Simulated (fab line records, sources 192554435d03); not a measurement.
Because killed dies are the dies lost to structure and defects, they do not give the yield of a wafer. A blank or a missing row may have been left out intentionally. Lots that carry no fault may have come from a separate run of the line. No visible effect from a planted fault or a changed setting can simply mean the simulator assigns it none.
Problem report in the 8D (eight disciplines) form, filled by code -- flow n5_finfet -- the parts of the form that need people (team, actions taken, sign-off) are left out

## 1. THE PROBLEM
Wafers without a fault read 299.99 C, standard deviation 0.19; susceptor_temp_C at N5_BEOL_M0_SAQP_SPACER1_ALD_98 reads a mean of 295.77 C on 6 wafers belonging to 2 lots. That puts it -22 standard deviations away from the usual mean.
The step: deposits SiO2, target thk 12.8 nm, pulse time 1 s, purge time 2 s.
First observed at day 7 23:20: wafer L491.3, on ald_sin-02. The record has a number at this step for 27 wafers belonging to 9 lots. The rule behind "out" and "out of limits": a value lying over 4 standard deviations away from the usual mean. The other wafers with a number count as sound.

## 2. WHAT THIS IS AND IS NOT
question,is,is not
which readings at this step,susceptor_temp_C,"heater_power_w, precursor_pulse_height_rel"
which lots,"L491, L492","L483, L484, L502, L503, L504, L505, L506"
which wafers of those lots,all that have a number,-
read on which tools,ald_sin-02,"ald_sin-01, ald_sin-03"
when,from day 7 23:20,"up to then (6 sound wafers); but 15 sound wafers of L502, L503, L504, L505, L506 came after"

## 3. WHAT RULES OUT EACH SUSPECT
Counting: any tool at a process step up to the reading is kept as a suspect provided that every lot that is out went through it and no sound lot did after the first of them.
- ald_sin-02 at N5_BEOL_M0_SAQP_SPACER1_ALD_98 (deposits SiO2, target thk 12.8 nm, pulse time 1 s, purge time 2 s): ruled out as a lasting fault. The sound lots L502, L506, L505, L503 went through it after L491, its earliest lot that is out (day 7 23:20).
Left after counting: nothing in the record.

## 4. THE CAUSE (what the simulator had put in)
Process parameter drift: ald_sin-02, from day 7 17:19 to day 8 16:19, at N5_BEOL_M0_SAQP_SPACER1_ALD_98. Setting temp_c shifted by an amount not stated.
Counting ruled it out, wrongly.

## 5. SEQUENCE OF EFFECTS, ordered by route
Each row: a reading where the mean over the struck wafers with a number is more than 3 standard deviations away from the usual. Readings are gone through only where the record gives a usual standard deviation; hours: the median, over the lots, of the time from a lot's start at the first step in this table giving one to that lot's start at this step; sigmas: the change measured in usual standard deviations.
hours,step,reading,usual,on struck wafers,change,sigmas
0,N5_BEOL_M0_SAQP_SPACER1_ALD_98,susceptor_temp_C,299.99 C,295.77,-4.22,-22
The process steps in it:
- N5_BEOL_M0_SAQP_SPACER1_ALD_98: deposits SiO2, target thk 12.8 nm, pulse time 1 s, purge time 2 s.
At these later measuring or inspecting steps, every struck wafer for which the step has a row has a number for every such reading, and none has moved that far: N5_BEOL_M4_RC_MEAS_101.

## 6. WHAT WOULD HAVE CAUGHT IT SOONER
In this record the first reading out of limits was taken at day 7 23:20, 6 hours after the fault began at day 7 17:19.
